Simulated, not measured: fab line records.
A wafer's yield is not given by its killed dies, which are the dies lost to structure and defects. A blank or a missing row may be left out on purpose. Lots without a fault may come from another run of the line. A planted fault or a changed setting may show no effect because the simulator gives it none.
fab line records	flow n5-finfet
record: lots: 5	wafers: 15	last-day: 19
route steps=1938 shown BEOL_M4@1050 PASSIVATION@1936
lots that met no fault: from a run of the same line without faults
start-h: hours from the record's opening day to when the first of the lot's shown wafers began	wait-h: time in hours since the lot's previous step	" identical to the entry in the row above	L1.1+2: a single row standing in for several wafers	- value missing, or start not given	* or withheld: withheld	< > ~ a bound
route shown NAME@n: a module of which the file shows steps, and the number in the route of the first	usual: mean and standard deviation over wafers with no fault	same: alike in all rows	chamber/n: place in a boat	sites: each site's reading	_std_site: standard deviation across them	_edge_site: mean of outer sites minus mean of inner sites	radius-mm: for every site, how far away it sits from the centre of the wafer	mask NAME#n: copy n	behind: the last tool/chamber to shape the wafer	hold: the reason the lot was held/the length of the hold in hours/how it ended	device: whichever transistor did not switch (one of n, p or np)	end of line: the route-end tests of the same wafers	step lacking rows: just its recipe	killed: count of dies lost to structure and defects at first sort (not the wafer's yield)	map: dies across one wafer; x = killed, . = not, _ = none there
set.NAME: the setting the step ran with; set.NAME@STEP: the setting that earlier step ran with	model.NAME: the simulator's own value behind a step, which no gauge read
lots seen at some steps along the route; tables by step, rows by wafer
services: when a tool's chamber went out of use (start-h, in hours from the record's first day, below 0 if earlier), for how many hours, and the reason
== steps ==
step: N5_BEOL_M4_COAT_22
recipe: resist: CAR-EUV	spin-rpm: 1500	resist-thk-nm: 30
step: N5_BEOL_M4_EBR_24
recipe: solvent: PGMEA	ebr-width-mm: 1.5
step: N5_BEOL_M4_SOFTBAKE_23
recipe: temp-c: 110	time-s: 60	resist: CAR-EUV
step: N5_BEOL_M4_EXPOSE_25
recipe: mask-id: V3	na: 0.33	source-shape: quasar	sigma-inner: 0.2	sigma-outer: 0.8	polarization: unpolarized	defocus-nm: 5	dose-mj: 63
step: N5_BEOL_M4_PEB_26
recipe: peb-temp-c: 100	peb-time-s: 60	resist: CAR-EUV
step: N5_BEOL_M4_DEVELOP_27
recipe: develop-time-s: 30	developer: TMAH	resist: CAR-EUV	rinse-liquid: surfactant-rinse	dry: air-spin	dev-temp-c: 23
step: N5_BEOL_M4_CD_MEAS_28
recipe: target-cd-nm: 26.2	landing-energy-ev: 500	detector: se-inlens	target-cd-y-nm: 24.1	polarity: opening
usual: cd-nm: 26.15/0.27
same: landing-energy-ev: 500
lot.wafer	tool	chamber	start-h	wait-h	cd-nm
L305.2	cd-sem-03	0	190.59	-	25.96
L305.3	"	0	"	"	26.61
L305.4	"	0	"	"	25.73
L314.3	cd-sem-03	0	240.94	-	26.02
L314.5	"	0	"	"	26.11
L314.6	"	0	"	"	26.16
L319.2	cd-sem-03	0	265.92	-	26.22
L319.5	"	0	"	"	25.93
L319.6	"	0	"	"	26.77
L322.1	cd-sem-01	0	289.10	-	26.53
L322.3	"	0	"	"	26.30
L322.5	"	0	"	"	26.41
L325.1	cd-sem-02	0	329.95	-	26.01
L325.2	"	0	"	"	26.55
L325.5	"	0	"	"	26.34
step: N5_BEOL_M4_OVL_MEAS_29
recipe: points-per-wafer: 522
usual: V3_OVL: -0.3/0.69
lot.wafer	tool	chamber	start-h	wait-h	V3_OVL[nm]
L305.2	overlay-02	0	190.63	0.0	-0.7
L305.3	"	0	"	"	-0.9
L305.4	"	0	"	"	-2.0
L314.3	overlay-02	0	240.98	0.0	0.4
L314.5	"	0	"	"	0.1
L314.6	"	0	"	"	0.1
L319.2	overlay-01	0	265.95	0.0	0.0
L319.5	"	0	"	"	0.3
L319.6	"	0	"	"	0.6
L322.1	overlay-01	0	289.13	0.0	-0.1
L322.3	"	0	"	"	0.3
L322.5	"	0	"	"	0.0
L325.1	overlay-01	0	329.98	0.0	-0.4
L325.2	"	0	"	"	-0.6
L325.5	"	0	"	"	-0.2
step: N5_BEOL_M4_INSPECT_30
recipe: mode: adi	inspect-instrument: brightfield
usual: raw-defect-count: 470/98
lot.wafer	tool	chamber	start-h	wait-h	raw-defect-count
L305.2	defect-inspect-02	-	190.68	0.0	364
L305.3	"	-	"	"	394
L305.4	"	-	"	"	328
L314.3	defect-inspect-01	-	241.03	0.0	487
L314.5	"	-	"	"	775
L314.6	"	-	"	"	471
L319.2	defect-inspect-01	-	266.01	0.0	459
L319.5	"	-	"	"	544
L319.6	"	-	"	"	425
L322.1	defect-inspect-02	-	289.19	0.1	444
L322.3	"	-	"	"	702
L322.5	"	-	"	"	373
L325.1	defect-inspect-01	-	330.05	0.1	419
L325.2	"	-	"	"	393
L325.5	"	-	"	"	495
step: N5_BEOL_M4_DESCUM_33
recipe: chemistry: O2	time-s: 7	source-power-w: 50	bias-power-w: 20	pressure-mtorr: 20	rf-frequency-hz: 2.712e+07	temp-c: 40	resist: CAR-EUV	o2-flow-sccm: 225
step: N5_BEOL_M4_ETCH_77
recipe: chemistry: N2/H2	target: underlayer	target-depth-a: 65	mask-material: CAR-EUV	time-s: 5.2	ion-energy-ev: 200	pressure-mtorr: 30	source-w: 840	bias-w: 150	n2-flow-sccm: 200	h2-flow-sccm: 200	ends: cleared
step: N5_BEOL_M4_ETCH_69
recipe: chemistry: CF4	target: SiARC	target-depth-a: 156	mask-material: CAR-EUV	time-s: 26	ion-energy-ev: 80	pressure-mtorr: 40	source-w: 545	bias-w: 36	Ar_flow_sccm: 100	cf4-flow-sccm: 100	ends: cleared
step: N5_BEOL_M4_ALD_98
recipe: material: SiO2	target-thk-a: 25	temp-c: 100	ald-precursor-family: BDEAS	ald-co-reactant: O2-plasma	pulse-time-s: 1	co-reactant-pulse-time-s: 1	purge-time-s: 2	co-reactant-purge-time-s: 2	ald-cycles: 17	pressure-torr: 2
usual: heater-power-w: 78/6.1	precursor-pulse-height-rel: 1.000/0.021
same: co-reactant-pulse-time-s: 1	purge-time-s: 2
lot.wafer	tool	chamber	start-h	wait-h	heater-power-w	precursor-pulse-height-rel
L305.2	ald-sin-04	0	192.85	1.4	82	1.001
L305.3	"	3	"	"	70	1.009
L305.4	"	1	"	"	70	1.020
L314.3	ald-sin-02	1	243.78	0.1	82	0.986
L314.5	"	2	"	"	73	0.974
L314.6	"	3	"	"	86	0.980
L319.2	ald-sin-04	1	266.29	0.2	71	1.004
L319.5	"	1	"	"	71	1.015
L319.6	"	0	"	"	81	0.995
L322.1	ald-sin-03	1	289.46	0.1	76	1.010
L322.3	"	0	"	"	80	0.956
L322.5	"	1	"	"	77	0.999
L325.1	ald-sin-02	3	330.22	0.1	86	0.989
L325.2	"	1	"	"	74	1.016
L325.5	"	3	"	"	87	1.021
step: N5_BEOL_M4_ETCHBACK_99
recipe: chemistry: CHF3	target: SiO2	target-depth-a: 50	time-s: 10.4	source-w: 215	bias-w: 47	Ar_flow_sccm: 200	CHF3_flow_sccm: 12	ion-energy-ev: 100	pressure-mtorr: 30
step: N5_BEOL_M4_ETCH_70
recipe: chemistry: N2/H2	target: SOC	target-depth-a: 800	overetch-a: 240	mask-material: SiARC	temp-c: 40	time-s: 130	ion-energy-ev: 200	pressure-mtorr: 30	source-w: 840	bias-w: 150	n2-flow-sccm: 200	h2-flow-sccm: 200
step: N5_BEOL_M4_STRIP_71
recipe: chemistry: N2/H2	temp-c: 40	n2-flow-sccm: 200	h2-flow-sccm: 200	rf-frequency-hz: 6e+07
step: N5_BEOL_M4_STRIP_78
recipe: chemistry: N2/H2	temp-c: 40	n2-flow-sccm: 200	h2-flow-sccm: 200	rf-frequency-hz: 6e+07
step: N5_BEOL_M4_VIA_ETCH_34
recipe: chemistry: C4F6/O2	target-depth-a: 694	mask-material: SOC	pressure-mtorr: 15	ion-energy-ev: 250	taper-deg: 4	time-s: 65.9	source-w: 350	bias-w: 170	Ar_flow_sccm: 300	C4F6_flow_sccm: 10	O2_flow_sccm: 10
usual: drypump-motor-current-A: 5.8/0.46	oes-product-au: 0.80/0.1	rf-vpp-V: 660/5.9	showerhead-plenum-p-Torr: 2.81/0.092	throttle-valve-pct: 30.79/0.28
lot.wafer	tool	chamber	start-h	wait-h	drypump-motor-current-A	oes-product-au	rf-hours-counter-h	rf-vpp-V	showerhead-plenum-p-Torr	throttle-valve-pct
L305.2	rie-diel-03	1	203.77	0.0	5.5	0.68	247	662	2.79	31.09
L305.3	"	2	"	"	5.8	0.90	35	664	3.01	30.65
L305.4	"	3	"	"	5.3	0.69	219	664	2.80	30.53
L314.3	rie-diel-06	0	271.67	0.0	5.7	0.89	30	668	2.79	30.81
L314.5	"	3	"	"	4.9	0.94	-	671	2.79	31.11
L314.6	"	0	"	"	5.7	0.89	-	669	2.79	30.82
L319.2	rie-diel-05	1	283.65	0.0	6.5	0.70	243	651	2.69	30.90
L319.5	"	3	"	"	5.4	0.68	-	653	2.80	31.29
L319.6	"	0	"	"	6.4	0.88	-	660	2.78	30.24
L322.1	rie-diel-03	2	317.94	0.0	5.8	0.82	87	665	2.99	30.70
L322.3	"	1	"	"	5.4	0.89	40	660	2.77	30.91
L322.5	"	3	"	"	5.3	0.94	-	664	2.78	30.40
L325.1	rie-diel-05	1	335.64	0.0	6.5	0.94	6	663	3.02	30.68
L325.2	"	2	"	"	6.3	0.69	234	662	2.80	30.85
L325.5	"	0	"	"	6.5	0.85	-	662	2.77	30.28
step: N5_BEOL_M4_STRIP_83
recipe: chemistry: C4F6/O2	resist: SiARC	rf-frequency-hz: 6e+07
step: N5_BEOL_M4_STRIP_36
recipe: chemistry: N2/H2	power-w: 450	temp-c: 40	pressure-mtorr: 20	rf-frequency-hz: 6e+07	overash-fraction: 0.3	bias-power-w: 7	h2-frac: 0.5	n2-flow-sccm: 200	h2-flow-sccm: 200
usual: drypump-motor-current-A: 5.8/0.46	oes-product-au: 0.80/0.1	rf-vpp-V: 58.9/1.5	showerhead-plenum-p-Torr: 2.51/0.086	throttle-valve-pct: 23.81/0.29
same: overash-fraction: 0.3
lot.wafer	tool	chamber	start-h	wait-h	drypump-motor-current-A	oes-product-au	rf-hours-counter-h	rf-vpp-V	showerhead-plenum-p-Torr	throttle-valve-pct
L305.2	rie-diel-03	1	203.83	0.0	5.5	0.68	247	57.8	2.49	24.16
L305.3	"	2	"	"	5.8	0.89	35	60.7	2.70	23.66
L305.4	"	3	"	"	5.3	0.70	219	58.3	2.51	23.58
L314.3	rie-diel-06	0	271.73	0.0	5.7	0.89	30	60.3	2.48	23.60
L314.5	"	3	"	"	4.9	0.94	-	57.9	2.49	23.97
L314.6	"	0	"	"	5.7	0.89	-	58.9	2.48	23.59
L319.2	rie-diel-05	1	283.71	0.0	6.5	0.69	243	59.6	2.40	24.04
L319.5	"	3	"	"	5.4	0.68	-	59.1	2.49	24.28
L319.6	"	0	"	"	6.4	0.88	-	58.7	2.48	23.21
L322.1	rie-diel-03	2	318.00	0.0	5.8	0.83	87	56.4	2.67	23.73
L322.3	"	1	"	"	5.5	0.90	40	57.0	2.48	23.90
L322.5	"	3	"	"	5.3	0.95	-	61.7	2.49	23.35
L325.1	rie-diel-05	1	335.70	0.0	6.5	0.95	6	57.9	2.72	23.79
L325.2	"	2	"	"	6.3	0.68	234	59.8	2.50	23.91
L325.5	"	0	"	"	6.4	0.86	-	55.8	2.47	23.24
step: N5_BEOL_M4_TRENCH_ETCH_37
recipe: chemistry: C4F6/O2	target-depth-a: 555.55	target: SiOC	time-s: 29.2	ion-energy-ev: 250	pressure-mtorr: 30	source-w: 355	bias-w: 185	Ar_flow_sccm: 300	C4F6_flow_sccm: 10	O2_flow_sccm: 10
step: N5_BEOL_M4_ETCH_41
recipe: chemistry: CH3F/O2	target: SiCN	target-depth-a: 299	taper-deg: 2	time-s: 52.5	ion-energy-ev: 120	mask-material: TiN	pressure-mtorr: 30	source-w: 395	bias-w: 75	Ar_flow_sccm: 150	CH3F_flow_sccm: 30	O2_flow_sccm: 20
step: N5_BEOL_M4_STRIP_97
recipe: chemistry: N2/H2	time-s: 10	power-w: 450	temp-c: 40	pressure-mtorr: 20	rf-frequency-hz: 6e+07	bias-power-w: 7	n2-flow-sccm: 200	h2-flow-sccm: 200
step: N5_BEOL_M4_OCD_MEAS_38
usual: trench-depth-nm: 55.5/1.1
lot.wafer	tool	chamber	start-h	wait-h	trench-depth-nm
L305.2	ocd-02	-	204.03	-	55.1
L305.3	"	-	"	"	56.8
L305.4	"	-	"	"	54.8
L314.3	ocd-02	-	271.94	-	56.1
L314.5	"	-	"	"	56.8
L314.6	"	-	"	"	55.7
L319.2	ocd-02	-	283.90	-	57.1
L319.5	"	-	"	"	55.0
L319.6	"	-	"	"	57.0
L322.1	ocd-02	-	318.19	-	55.7
L322.3	"	-	"	"	56.2
L322.5	"	-	"	"	54.6
L325.1	ocd-02	-	335.89	-	55.7
L325.2	"	-	"	"	54.3
L325.5	"	-	"	"	56.3
step: N5_BEOL_M4_HM_STRIP_39
recipe: chemistry: peroxide-tin-strip	material: TiN	target-depth-a: 250	temp-c: 50	time-s: 158
step: N5_BEOL_M4_SRD_40
recipe: time-s: 30	temp-c: 23	rinse-liquid: diw	dry: ipa-marangoni
step: N5_BEOL_M4_PRECLEAN_42
recipe: chemistry: residue-remover	time-s: 60	temp-c: 40
step: N5_BEOL_M4_SRD_43
recipe: time-s: 30	temp-c: 23	rinse-liquid: diw	dry: ipa-marangoni
step: N5_BEOL_M4_CD_MEAS_35
recipe: target-cd-nm: 18	target-cd-y-nm: 22.4	polarity: opening
usual: cd-nm: 18.11/0.29
lot.wafer	tool	chamber	start-h	wait-h	cd-nm
L305.2	cd-sem-01	-	204.18	0.0	18.23
L305.3	"	-	"	"	18.23
L305.4	"	-	"	"	18.36
L314.3	cd-sem-01	-	272.09	0.0	18.31
L314.5	"	-	"	"	18.33
L314.6	"	-	"	"	18.36
L319.2	cd-sem-01	-	284.05	0.0	18.38
L319.5	"	-	"	"	18.18
L319.6	"	-	"	"	18.08
L322.1	cd-sem-02	-	318.35	0.0	18.32
L322.3	"	-	"	"	18.12
L322.5	"	-	"	"	17.88
L325.1	cd-sem-01	-	336.04	0.0	18.07
L325.2	"	-	"	"	17.71
L325.5	"	-	"	"	18.15
step: N5_BEOL_M4_DEGAS_44
recipe: ambient: vacuum	temp-c: 250	time-s: 60
usual: heater-power-w: 334/45
lot.wafer	tool	chamber	start-h	wait-h	heater-power-w
L305.2	pvd-sputter-01	-	204.45	0.3	421
L305.3	"	-	"	"	361
L305.4	"	-	"	"	315
L314.3	pvd-sputter-02	-	272.43	0.3	273
L314.5	"	-	"	"	275
L314.6	"	-	"	"	340
L319.2	pvd-sputter-02	-	284.32	0.3	346
L319.5	"	-	"	"	339
L319.6	"	-	"	"	336
L322.1	pvd-sputter-01	-	318.62	0.3	419
L322.3	"	-	"	"	350
L322.5	"	-	"	"	310
L325.1	pvd-sputter-01	-	336.27	0.2	330
L325.2	"	-	"	"	426
L325.5	"	-	"	"	325
step: N5_BEOL_M4_PRE_CLEAN_45
recipe: gas: H2/He	time-s: 30	temp-c: 250
step: N5_BEOL_M4_ALD_84
recipe: material: TaN	target-thk-a: *	temp-c: 275	ald-precursor-family: PDMAT	ald-co-reactant: NH3	pressure-torr: 3	carrier-flow-sccm: 1500	pulse-time-s: 2	purge-time-s: 3	co-reactant-purge-time-s: 2	co-reactant-pulse-time-s: 3	ald-cycles: 30	precursor-vessel-temp-c: 75	precursor-vessel-pressure-torr: 26.25	precursor-vessel-carrier-sccm: 1000
step: N5_BEOL_M4_SURFACE_TREAT_85
recipe: gas: Ar	time-s: *	ion-energy-ev: *	ion-current-ma-cm2: 0.5	pressure-mtorr: *	ar-flow-sccm: 30
step: N5_BEOL_M4_CVD_47
recipe: material: Co	target-thk-a: 30	temp-c: withheld	precursor: CCTBA/H2	pressure-torr: 30	time-s: 223.8
step: N5_BEOL_M4_SPUTTER_48
recipe: material: Cu	target-thk-a: 45	temp-c: -20	chamber-pressure-pa: 0.07	power-w: withheld	time-s: 8.29
step: N5_BEOL_M4_ANNEAL_49
recipe: temp-c: 400	time-s: 240	ambient: vacuum
step: N5_BEOL_M4_SPUTTER_79
recipe: material: Cu	target-thk-a: 45	temp-c: -20	chamber-pressure-pa: 0.07	power-w: withheld	time-s: 8.29
step: N5_BEOL_M4_ANNEAL_80
recipe: temp-c: 400	time-s: 240	ambient: vacuum
usual: heater-power-w: 813/120
lot.wafer	tool	chamber	start-h	wait-h	heater-power-w
L305.2	pvd-sputter-02	-	205.53	0.0	743
L305.3	"	-	"	"	856
L305.4	"	-	"	"	680
L314.3	pvd-sputter-03	-	275.00	0.0	933
L314.5	"	-	"	"	621
L314.6	"	-	"	"	934
L319.2	pvd-sputter-01	-	285.35	0.0	1076
L319.5	"	-	"	"	797
L319.6	"	-	"	"	845
L322.1	pvd-sputter-03	-	319.79	0.0	887
L322.3	"	-	"	"	807
L322.5	"	-	"	"	618
L325.1	pvd-sputter-01	-	337.24	0.0	824
L325.2	"	-	"	"	786
L325.5	"	-	"	"	779
step: N5_BEOL_M4_SPUTTER_81
recipe: material: Cu	target-thk-a: 45	temp-c: -20	chamber-pressure-pa: 0.07	power-w: withheld	time-s: 8.29
step: N5_BEOL_M4_ANNEAL_82
recipe: temp-c: 400	time-s: 240	ambient: vacuum
step: N5_BEOL_M4_SPUTTER_86
recipe: material: Cu	target-thk-a: 45	temp-c: -20	chamber-pressure-pa: 0.07	power-w: withheld	time-s: 8.29
step: N5_BEOL_M4_ANNEAL_87
recipe: temp-c: 400	time-s: 240	ambient: vacuum
usual: heater-power-w: 812/120
lot.wafer	tool	chamber	start-h	wait-h	heater-power-w
L305.2	pvd-sputter-02	-	205.97	0.0	721
L305.3	"	-	"	"	865
L305.4	"	-	"	"	682
L314.3	pvd-sputter-03	-	275.44	0.0	942
L314.5	"	-	"	"	607
L314.6	"	-	"	"	925
L319.2	pvd-sputter-01	-	285.79	0.0	1047
L319.5	"	-	"	"	763
L319.6	"	-	"	"	832
L322.1	pvd-sputter-03	-	320.23	0.0	890
L322.3	"	-	"	"	810
L322.5	"	-	"	"	609
L325.1	pvd-sputter-01	-	337.68	0.0	822
L325.2	"	-	"	"	783
L325.5	"	-	"	"	782
step: N5_PASSIVATION_PROBE_49
usual: defect-limited-yield: 91.1/1.4	killed_at_M0_to_M3: 34/10	killed_at_M4_up: 14/5.5	killed-at-contacts: 12/5.1	killed-at-front-end: 41/12	killed-at-other: 4/3.1	killed-dies: 105/17	killed-on-rim: 13/3.7	killed-open: 70/13	killed-short: 33/7.6	sort_bin_5_function: 5.3/0.98	sort_bin_6_memory: 3.3/0.67	sort-n-pass: 1075/17	sort-yield-pct: 91.1/1.4
same: gross-dies: 1180	killed-at-back-side: 0	sort_bin_4_leakage[%]: 0	sort_bin_8_speed[%]: 0
lot.wafer	tool	chamber	start-h	wait-h	defect-limited-yield[%]	killed_at_M0_to_M3	killed_at_M4_up	killed-at-contacts	killed-at-front-end	killed-at-other	killed-dies	killed-on-rim	killed-open	killed-short	sort_bin_5_function[%]	sort_bin_6_memory[%]	sort-n-pass	sort-yield-pct[%]
L305.2	prober-02	-	317.81	0.1	91.3	38	7	11	46	1	103	12	69	32	5.2	3.1	1077	91.3
L305.3	prober-02	-	317.86	0.1	90.8	52	9	11	34	2	108	16	61	44	4.8	3.6	1072	90.8
L305.4	prober-02	-	317.91	0.2	92.3	25	14	10	38	4	91	13	56	34	5.2	2.4	1089	92.3
L314.3	prober-02	-	383.30	0.1	88.0	41	22	14	60	5	142	16	102	40	6.4	5.2	1038	88.0
L314.5	prober-02	-	383.40	0.2	81.0	32	137	6	45	4	224	32	68	34	11.3	4.4	956	81.0
L314.6	prober-02	-	383.45	0.3	90.7	31	12	15	49	3	110	18	70	38	5.8	3.4	1070	90.7
L319.2	prober-02	-	392.74	0.1	89.7	45	20	18	35	3	121	17	72	46	6.5	3.3	1059	89.7
L319.5	prober-02	-	392.89	0.2	91.0	26	10	16	52	2	106	11	64	41	5.2	3.5	1074	91.0
L319.6	prober-02	-	392.94	0.3	89.2	24	10	25	64	4	127	20	100	24	5.8	4.9	1053	89.2
L325.1	prober-01	-	451.56	0.0	93.1	33	11	7	27	4	82	10	53	28	4.4	2.4	1098	93.1
L325.2	prober-01	-	451.61	0.1	93.0	33	8	9	27	6	83	7	52	27	3.8	3.1	1097	93.0
L325.5	prober-01	-	451.76	0.2	91.7	32	11	11	39	5	98	19	62	34	5.2	2.9	1082	91.7
killed by level:class
L305.2 STI_FIN_REVEAL:geometric-particle:open=11 BEOL_M3:geometric-particle:open=9 MOL_CONTACT_COAG:geometric-particle:open=8 FIN_SAQP:geometric-particle:open=7 BEOL_M0_SAQP:geometric-particle:short=7 GATE_CUT:geometric-particle:open=6 DUMMY_GATE:geometric-particle:open=5 BEOL_M0_SAQP:geometric-particle:open=5
L305.3 BEOL_M2:geometric-particle:open=15 BEOL_M0_SAQP:geometric-particle:open=10 BEOL_M0_SAQP:geometric-particle:short=10 BEOL_M3:geometric-particle:open=7 MOL_CONTACT_COAG:geometric-particle:open=6 MOL_CONTACT_COAG:geometric-particle:short=5 DUMMY_GATE:geometric-particle:open=4 ILD0:geometric-particle:short=4
L305.4 STI_FIN_REVEAL:geometric-particle:open=13 MOL_CONTACT_COAG:geometric-particle:open=6 BEOL_M1:geometric-particle:open=6 BEOL_M2:geometric-particle:open=6 ILD0:geometric-particle:open=5 MOL_CONTACT_COAG:geometric-particle:short=4 PAD_METAL:geometric-particle:short=4 FIN_SAQP:geometric-particle:open=3
L314.3 FIN_SAQP:geometric-particle:open=15 MOL_CONTACT_COAG:geometric-particle:open=14 BEOL_M0_SAQP:geometric-particle:short=13 BEOL_M0_SAQP:geometric-particle:open=12 FIN_SAQP:geometric-particle:short=11 BEOL_M1:geometric-particle:open=11 BEOL_M4:geometric-particle:open=9 DUMMY_GATE:geometric-particle:open=8
L314.5 BEOL_M4:unspecified=120 BEOL_M0_SAQP:geometric-particle:short=12 FIN_SAQP:geometric-particle:open=11 BEOL_M0_SAQP:geometric-particle:open=8 GATE_CUT:geometric-particle:short=6 MOL_CONTACT_COAG:geometric-particle:open=6 BEOL_M4:geometric-particle:open=6 STARTING-WAFER:geometric-particle:open=6
L314.6 MOL_CONTACT_COAG:geometric-particle:open=15 DUMMY_GATE:geometric-particle:open=14 BEOL_M0_SAQP:geometric-particle:short=11 BEOL_M0_SAQP:geometric-particle:open=8 STI_FIN_REVEAL:geometric-particle:open=6 GATE_CUT:geometric-particle:short=6 BEOL_M4:geometric-particle:open=6 FIN_SAQP:geometric-particle:open=5
L319.2 MOL_CONTACT_COAG:geometric-particle:open=14 BEOL_M2:geometric-particle:open=13 BEOL_M4:geometric-particle:short=9 FIN_SAQP:geometric-particle:open=8 BEOL_M0_SAQP:geometric-particle:short=8 BEOL_M0_SAQP:geometric-particle:open=8 STI_FIN_REVEAL:geometric-particle:open=7 FIN_SAQP:geometric-particle:short=5
L319.5 FIN_SAQP:geometric-particle:short=19 FIN_SAQP:geometric-particle:open=14 MOL_CONTACT_COAG:geometric-particle:open=11 BEOL_M3:geometric-particle:open=9 DUMMY_GATE:geometric-particle:open=6 MOL_CONTACT_COAG:geometric-particle:short=5 BEOL_M0_SAQP:geometric-particle:short=5 BEOL_M2:geometric-particle:open=4
L319.6 STI_FIN_REVEAL:geometric-particle:open=27 MOL_CONTACT_COAG:geometric-particle:open=25 FIN_SAQP:geometric-particle:open=13 FIN_SAQP:geometric-particle:short=8 BEOL_M1:geometric-particle:open=6 STI_FIN_REVEAL:geometric-particle:short=5 BEOL_M2:geometric-particle:open=5 BEOL_M3:geometric-particle:open=5
L325.1 BEOL_M0_SAQP:geometric-particle:short=8 FIN_SAQP:geometric-particle:short=7 FIN_SAQP:geometric-particle:open=7 MOL_CONTACT_COAG:geometric-particle:open=7 BEOL_M4:geometric-particle:open=5 BEOL_M0_SAQP:geometric-particle:open=5 BEOL_M1:geometric-particle:open=5 BEOL_M3:geometric-particle:open=5
L325.2 BEOL_M3:geometric-particle:open=14 MOL_CONTACT_COAG:geometric-particle:open=6 BEOL_M0_SAQP:geometric-particle:open=6 SPACER0:geometric-particle:short=5 BEOL_M1:geometric-particle:open=4 FIN_SAQP:geometric-particle:short=3 DUMMY_GATE:geometric-particle:short=3 SPACER0:geometric-particle:open=3
L325.5 STI_FIN_REVEAL:geometric-particle:open=15 BEOL_M3:geometric-particle:open=13 MOL_CONTACT_COAG:geometric-particle:open=7 BEOL_M0_SAQP:geometric-particle:short=6 STI_FIN_REVEAL:geometric-particle:short=4 GATE_CUT:geometric-particle:short=4 MOL_CONTACT_COAG:geometric-particle:short=4 BEOL_M1:geometric-particle:open=4
map L314.5 (x killed, . not)
_________________....x.x.....________________
______________x..............x.._____________
___________.x.................xx...__________
__________..............x.x.x......._________
________.............................._______
_______.........x.....x........x....x..______
______...x..xx..................x.x....._____
_____......x..x.........x..........x.....____
____......x..........................x....___
___..........x.............x...............__
___...................x..............x.....__
__..........x..............................._
__...........x.....................x.....x.._
_.....................................x.....x
_................................x.x....x....
_.x.x..x....xx..........x..........x.xx..x...
_........x..............x.x.xx...............
_..x..........x......x.x........x....x.......
_................x........................x..
_.x...........x.....x...x...x...........x....
_...x..............x.........................
__...x......x................x.............._
__.....................................x..x._
___.x..........x...xx.xx..................x__
___...xx..........xxxx..........x.x.x.x....__
____..x..........xxxxxx.xx....x.....x...x.___
_____.x......x.x.xxxxxxxxxxx.x...........____
______.....x.....xxxxxxxxxxx....x......._____
_______.......xxxxxxxxxxxxxx.xx......xx______
________.....xxxxxxxxxxxxxxx.x........_______
__________x..xxxxxxxxxxxxxxxx......._________
___________..x.xxxxxxxxxxxxxx......__________
______________xxxxxxxxxxxxxxx..._____________
_________________xxxxxxxxxxxx________________
map L325.5 (x killed, . not)
_________________..........x.________________
______________x.............x..._____________
___________x.xx....x.......x...x...__________
__________........x....x..........x._________
________........................x....._______
_______.............x...............x..______
______.........x..x.....x..x............_____
_____....x.x..............x.............x____
____..........x..x..xx....................___
___x...x..x....x........x.....x............__
___..............x..x.x..x.......x.....xx..__
__........x................x............x..._
__..........x..............xx..............._
_............................................
_............................................
_......................x...............x.....
_......x............x...............x....x...
_.............................x.............x
_.....x...........xx......................xx.
_...x.......x...............................x
_..x........x...........................x....
__................x......................x.._
__.......x.x......x...x.x...............x..._
___....x.........x.........................__
___..........x.............................__
____...............................x......___
_____.......x............x..............x____
______......................xx.x........_____
_______x...............x......x...xx...______
________x..........x............x...x._______
__________.............x.......x...._________
___________...............x........__________
______________..............x..._____________
_________________......x...x.________________
== services ==
tool	chamber	start-h	hours	kind
rie-diel-03	2	170.07	2.4	repair
ald-sin-04	-	174.53	2.8	pm
ald-sin-03	2	183.02	6.6	repair
ald-sin-02	-	208.55	2.8	pm
rie-diel-03	1	211.56	-	clean
rie-diel-03	1	211.56	-	consumable-replace:focus-ring
rie-diel-03	1	211.56	15.2	scheduled-down
rie-diel-03	1	211.56	15.2	vent-cycle
rie-diel-05	-	223.81	28.1	pm
ald-sin-04	-	237.41	0.4	repair
rie-diel-05	1	267.39	5.0	repair
ald-sin-02	2	268.71	13.2	repair
ald-sin-02	-	269.68	14.0	pm
rie-diel-03	3	270.33	-	clean
rie-diel-03	3	270.33	-	consumable-replace:focus-ring
rie-diel-03	3	270.33	20.3	scheduled-down
rie-diel-03	3	270.33	20.3	vent-cycle
ald-sin-04	0	272.91	2.1	repair
rie-diel-05	1	299.46	2.0	repair
rie-diel-06	1	299.65	16.4	repair
rie-diel-05	1	303.94	-	clean
rie-diel-05	1	303.94	-	consumable-replace:focus-ring
ald-sin-04	3	321.07	3.9	repair
rie-diel-03	-	322.24	2.8	pm
== key ==
first-sign: step: N5_PASSIVATION_PROBE_49	reading: killed_at_M4_up	direction: up	sigmas: 23	usual: 14	struck: 137
effect: step: N5_PASSIVATION_PROBE_49	reading: killed-dies	direction: up	sigmas: 7	usual: 105	struck: 224
more-kills-born-at: N5_BEOL_M4_ALD_98@ald-sin-02: 120
met-at N5_BEOL_M4_ALD_98
struck-wafers L314.5
fault: kind: chamber-particle-source	tool: ald-sin-02	chamber: 2	onset-h: 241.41	steps: N5_BEOL_M4_ALD_98	rate-per-visit-cm2: 1.3802	end-h: 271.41
